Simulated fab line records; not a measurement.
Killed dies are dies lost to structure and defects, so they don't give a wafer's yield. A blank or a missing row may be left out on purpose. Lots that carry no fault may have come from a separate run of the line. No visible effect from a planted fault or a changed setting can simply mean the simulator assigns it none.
The tool behind it: which one? -- flow n5 finfet -- 21 wafers from 8 lots sampled at 8 of the route's 1938 steps

## WHAT EACH GAUGE READ, for each wafer
N5_BEOL_M2_OCD_MEAS_38. Usual: trench depth nm reads 55.7 nm (standard deviation 1.3).
lot,measured,on,trench depth nm (nm),flag
L560,day 9 02:09,ocd-02,54.7 56.4,
L562,day 9 05:43,ocd-02,38.2 56.4,OFF
L565,day 9 13:49,ocd-02,37.9 56.3,OFF
L569,day 11 01:14,ocd-01,55.9 56.3 54.0,
L572,day 11 21:50,ocd-01,53.9 57.8 56.3,
L574,day 12 03:21,ocd-02,56.8 54.2 56.1,
L576,day 12 13:07,ocd-01,54.3 56.2 54.2,
L577,day 12 20:37,ocd-01,56.7 55.6 56.5,

N5_BEOL_M2_THK_MEAS_53: measures by xrf. Usual: for M2_THK the level is 39.3 nm and the standard deviation is 1.4.
lot,measured,on,M2_THK (nm),flag
L560,day 9 05:35,film metro-01,38.4 40.9,
L562,day 9 09:34,film metro-02,21.5 39.0,OFF
L565,day 9 18:53,film metro-02,21.2 39.2,OFF
L569,day 11 05:04,film metro-01,38.5 38.7 36.6,
L572,day 12 03:38,film metro-01,39.7 41.5 41.5,
L574,day 12 10:04,film metro-01,39.8 37.2 39.3,
L576,day 12 18:27,film metro-02,39.6 39.7 38.6,
L577,day 13 00:36,film metro-02,38.2 39.4 41.8,

N5_BEOL_M2_RS_MEAS_58: the measuring method here is four-point-probe. Usual: for M2_RS the level is 0.68 ohm/sq and the standard deviation is 0.033.
lot,measured,on,M2_RS (ohm/sq),flag
L560,day 9 05:51,film metro-01,0.69 0.63,
L562,day 9 09:53,film metro-02,1.52 0.69,OFF
L565,day 9 19:14,film metro-01,1.54 0.68,OFF
L569,day 11 05:20,film metro-02,0.67 0.67 0.72,
L572,day 12 03:56,film metro-02,0.67 0.63 0.63,
L574,day 12 10:21,film metro-02,0.66 0.72 0.67,
L576,day 12 18:43,film metro-01,0.67 0.67 0.69,
L577,day 13 00:52,film metro-01,0.69 0.67 0.62,

N5_BEOL_M4_RC_MEAS_101. Usual: DIBL_N 35.3 mV/V, standard deviation 1.8; DIBL_P 35.2 mV/V, standard deviation 2.2; IOFF_N 0.144 nA/um, standard deviation 0.029; IOFF_P 0.19 nA/um, standard deviation 0.031; ION_N 670 uA/um, standard deviation 12; ION_P 460 uA/um, standard deviation 7.6; SERP_M2 200 ohm/um, standard deviation 15; SERP_M2_max_site 212 ohm/um, standard deviation 16; SS_N 71.2 mV/dec, standard deviation 0.62; SS_P 73.0 mV/dec, standard deviation 0.69; VT_N 251 mV, standard deviation 3.4; VT_P -251.4 mV, standard deviation 2.6.
lot,measured,on,DIBL_N (mV/V),DIBL_P (mV/V),IOFF_N (nA/um),IOFF_P (nA/um),ION_N (uA/um),ION_P (uA/um),SERP_M2 (ohm/um),SERP_M2_max_site (ohm/um),SS_N (mV/dec),SS_P (mV/dec),VT_N (mV),VT_P (mV),flag
L560,day 10 21:05,prober-01,29.2 34.0,27.8 34.2,0.072 0.124,0.10 0.16,628 651,436 449,210 215,229 243,69.8 71.8,72.0 73.0,263 255,-260.2 -253.9,
L562,day 10 22:10,prober-02,31.7 35.5,32.1 36.9,0.103 0.157,0.14 0.20,658 679,455 462,405 214,432 228,70.2 71.3,72.0 73.4,257 249,-255.7 -249.9,OFF
L565,day 11 05:53,prober-02,36.1 37.2,34.5 36.3,0.134 0.151,0.19 0.22,666 668,456 464,435 194,460 201,71.6 71.5,73.2 73.7,253 251,-251.0 -249.3,OFF
L569,day 12 16:12,prober-02,36.3 37.0 35.9,37.2 37.8 36.7,0.165 0.197 0.163,0.22 0.23 0.21,667 681 681,458 462 460,221 213 225,245 224 235,71.3 71.4 71.2,73.8 73.9 74.2,249 245 250,-248.6 -246.4 -248.7,
L572,day 13 18:06,prober-01,36.0 35.0 32.7,34.9 34.2 31.9,0.143 0.130 0.108,0.19 0.18 0.16,659 673 665,456 465 468,187 182 171,206 199 179,71.5 70.1 70.4,72.6 72.3 72.3,254 251 252,-249.3 -252.6 -250.9,
L574,day 13 21:32,prober-02,34.2 32.6 33.4,33.7 31.2 32.4,0.142 0.108 0.120,0.19 0.16 0.18,685 667 684,470 460 474,191 197 183,202 206 192,70.9 71.0 70.9,72.5 72.6 72.9,250 253 254,-249.0 -253.1 -249.8,
L576,day 14 12:19,prober-01,35.8 37.0 33.9,35.3 37.5 33.2,0.138 0.159 0.114,0.20 0.23 0.16,668 661 651,456 460 450,207 204 201,215 206 208,71.2 71.6 70.2,73.1 72.8 72.4,250 250 254,-249.3 -248.0 -253.4,
L577,day 15 05:55,prober-01,35.6 40.4 37.9,34.8 40.9 37.7,0.137 0.234 0.171,0.18 0.28 0.23,667 680 670,456 461 460,190 190 179,203 207 187,71.4 73.2 72.4,73.4 74.8 74.4,254 244 247,-254.8 -247.3 -250.3,

## EACH LOT AND THE TOOL THAT RAN IT (in order: tool; ch and the chambers of the sampled wafers; start)
lot,N5_BEOL_M2_ETCH_70,N5_BEOL_M2_STRIP_36,N5_BEOL_M2_TRENCH_ETCH_37,N5_BEOL_M2_PRE_CLEAN_45
L560,"rie diel-04 ch 0,3, day 9 01:47","rie diel-04 ch 0,3, day 9 01:57","rie diel-04 ch 0,3, day 9 01:59","pvd sputter-03, day 9 02:23"
L562,"rie diel-04 ch 0,1, day 9 05:22","rie diel-04 ch 0,1, day 9 05:31","rie diel-04 ch 0,1, day 9 05:34","pvd sputter-03, day 9 06:14"
L565,"rie diel-04 ch 1, day 9 13:27","rie diel-04 ch 1, day 9 13:37","rie diel-04 ch 1, day 9 13:40","pvd sputter-01, day 9 14:55"
L569,"rie diel-03 ch 1,2, day 11 00:53","rie diel-03 ch 1,2, day 11 01:03","rie diel-03 ch 1,2, day 11 01:05","pvd sputter-01, day 11 01:50"
L572,"rie diel-03 ch 1,2,3, day 11 21:29","rie diel-03 ch 1,2,3, day 11 21:39","rie diel-03 ch 1,2,3, day 11 21:41","pvd sputter-02, day 11 22:43"
L574,"rie diel-03 ch 1,2,3, day 12 02:59","rie diel-03 ch 1,2,3, day 12 03:09","rie diel-03 ch 1,2,3, day 12 03:11","pvd sputter-02, day 12 03:35"
L576,"rie diel-03 ch 0,1,2, day 12 12:45","rie diel-03 ch 0,1,2, day 12 12:55","rie diel-03 ch 0,1,2, day 12 12:58","pvd sputter-02, day 12 15:18"
L577,"rie diel-04 ch 0,3, day 12 20:15","rie diel-04 ch 0,3, day 12 20:25","rie diel-04 ch 0,3, day 12 20:27","pvd sputter-03, day 12 21:16"
- N5_BEOL_M2_ETCH_70: etches SOC in N2/H2, target depth 80 nm, overetch 24 nm, time 130 s.
- N5_BEOL_M2_STRIP_36: strips in N2/H2.
- N5_BEOL_M2_TRENCH_ETCH_37: etches SiOC in C4F6/O2, target depth 55.555 nm, time 29.2 s.
- N5_BEOL_M2_PRE_CLEAN_45: time 30 s.

## WHAT THE TOOLS THEMSELVES READ (means of the sampled wafers that have a number; where no wafer has one, the mark that the record gives instead)
N5_BEOL_M2_ETCH_70. Usual: bias w 150.0 W, standard deviation 0.42; drypump motor current A 5.8 A, standard deviation 0.34; oes product au 0.60 a.u., standard deviation 0.067; rf fwd power W 836.6 W, standard deviation 2.6; rf vpp V 523 V, standard deviation 3.2; run length s 153.4 s, standard deviation 0.44; showerhead plenum p Torr 2.53 Torr, standard deviation 0.11; throttle valve pct 17.87 %, standard deviation 0.26.
lot,tool,bias w (W),drypump motor current A (A),oes product au (a.u.),rf fwd power W (W),rf vpp V (V),run length s (s),showerhead plenum p Torr (Torr),throttle valve pct (%),flag
L560,rie diel-04,150.1,6.2,0.57,839.0,524,153.5,2.60,18.21,
L562,rie diel-04,149.7,6.0,0.65,837.9,526,153.7,2.60,17.87,
L565,rie diel-04,149.8,6.0,0.67,836.0,522,153.9,2.50,17.63,
L569,rie diel-03,150.1,5.7,0.63,836.7,524,153.0,2.56,17.58,
L572,rie diel-03,150.2,5.6,0.62,837.3,525,153.3,2.56,17.58,
L574,rie diel-03,150.0,5.6,0.61,833.4,524,153.5,2.56,17.58,
L576,rie diel-03,150.0,5.7,0.57,838.1,522,152.9,2.48,17.80,
L577,rie diel-04,150.1,6.3,0.67,836.2,525,153.7,2.56,17.99,

N5_BEOL_M2_STRIP_36. Usual: drypump motor current A 5.8 A, standard deviation 0.34; oes product au 0.81 a.u., standard deviation 0.098; rf vpp V 59.2 V, standard deviation 1.2; showerhead plenum p Torr 2.52 Torr, standard deviation 0.11; throttle valve pct 23.7 %, standard deviation 0.31.
lot,tool,drypump motor current A (A),oes product au (a.u.),rf vpp V (V),showerhead plenum p Torr (Torr),throttle valve pct (%),flag
L560,rie diel-04,6.3,0.78,58.6,2.60,24.1,
L562,rie diel-04,6.2,0.90,58.4,2.60,23.9,
L565,rie diel-04,6.0,0.92,58.2,2.50,23.6,
L569,rie diel-03,5.7,0.85,59.4,2.56,23.5,
L572,rie diel-03,5.6,0.85,59.6,2.56,23.4,
L574,rie diel-03,5.7,0.84,58.4,2.56,23.4,
L576,rie diel-03,5.7,0.77,59.6,2.47,23.6,
L577,rie diel-04,6.3,0.93,58.9,2.56,23.9,

N5_BEOL_M2_TRENCH_ETCH_37. Usual: bias w 185.0 W, standard deviation 0.54; drypump motor current A 5.8 A, standard deviation 0.34; oes_o_777_au 0.81 a.u., standard deviation 0.1; oes product au 0.81 a.u., standard deviation 0.099; rf fwd power W 350.5 W, standard deviation 1.6; rf vpp V 668 V, standard deviation 8.6; run length s 52.6 s, standard deviation 0.41; showerhead plenum p Torr 2.83 Torr, standard deviation 0.12; throttle valve pct 20.93 %, standard deviation 0.24.
lot,tool,bias w (W),drypump motor current A (A),oes_o_777_au (a.u.),oes product au (a.u.),rf fwd power W (W),rf vpp V (V),run length s (s),showerhead plenum p Torr (Torr),throttle valve pct (%),flag
L560,rie diel-04,185.1,6.3,0.76,0.78,351.2,666,52.9,2.92,21.26,
L562,rie diel-04,184.6,6.0,0.90,0.90,350.6,670,48.0,2.91,20.91,OFF
L565,rie diel-04,184.9,6.0,0.94,0.92,352.1,670,48.5,2.78,20.56,OFF
L569,rie diel-03,185.4,5.7,0.85,0.85,352.1,655,52.5,2.89,20.68,
L572,rie diel-03,185.4,5.6,0.84,0.84,350.7,663,52.6,2.89,20.77,
L574,rie diel-03,184.8,5.6,0.84,0.84,350.7,664,52.9,2.89,20.77,
L576,rie diel-03,184.7,5.7,0.76,0.76,350.7,664,52.4,2.78,20.86,
L577,rie diel-04,185.3,6.4,0.89,0.92,351.5,665,53.1,2.87,21.03,

N5_BEOL_M2_PRE_CLEAN_45. Usual: heater power w 326 W, standard deviation 35; susceptor temp C 250.00 C, standard deviation 0.16.
lot,tool,heater power w (W),susceptor temp C (C),flag
L560,pvd sputter-03,322,250.00,
L562,pvd sputter-03,348,249.91,
L565,pvd sputter-01,373,250.07,
L569,pvd sputter-01,310,249.98,
L572,pvd sputter-02,322,250.04,
L574,pvd sputter-02,342,249.96,
L576,pvd sputter-02,322,250.02,
L577,pvd sputter-03,301,250.04,

## THE ANSWER, worked out from the rows above alone
Rule: a lot is off if the mean of its wafers that have a number lies more than 3 standard deviations from the usual mean. Also off: a lot with no number at a reading for which 4 or more lots have one. The other lots that the step has rows for count as sound. Order of review: gauges by route order, followed by the tools' own readings, for which a lot's mean as printed above is used. The first step at which some lot is off is used, and at that step the reading that is off furthest; a lot without a number counts as furthest.
Off: L562, L565, at N5_BEOL_M2_OCD_MEAS_38 (trench depth nm).
If a tool, at a process step before that reading, ran all the lots that are off and no sound lot after the first of them, it fits. The gauges at N5_BEOL_M2_OCD_MEAS_38 aren't tried: what is off there is off at N5_BEOL_M2_THK_MEAS_53 too, on other tools, and a gauge's error can't cause that. None of those tried fits.

## WHAT THE SIMULATOR HAD INSERTED
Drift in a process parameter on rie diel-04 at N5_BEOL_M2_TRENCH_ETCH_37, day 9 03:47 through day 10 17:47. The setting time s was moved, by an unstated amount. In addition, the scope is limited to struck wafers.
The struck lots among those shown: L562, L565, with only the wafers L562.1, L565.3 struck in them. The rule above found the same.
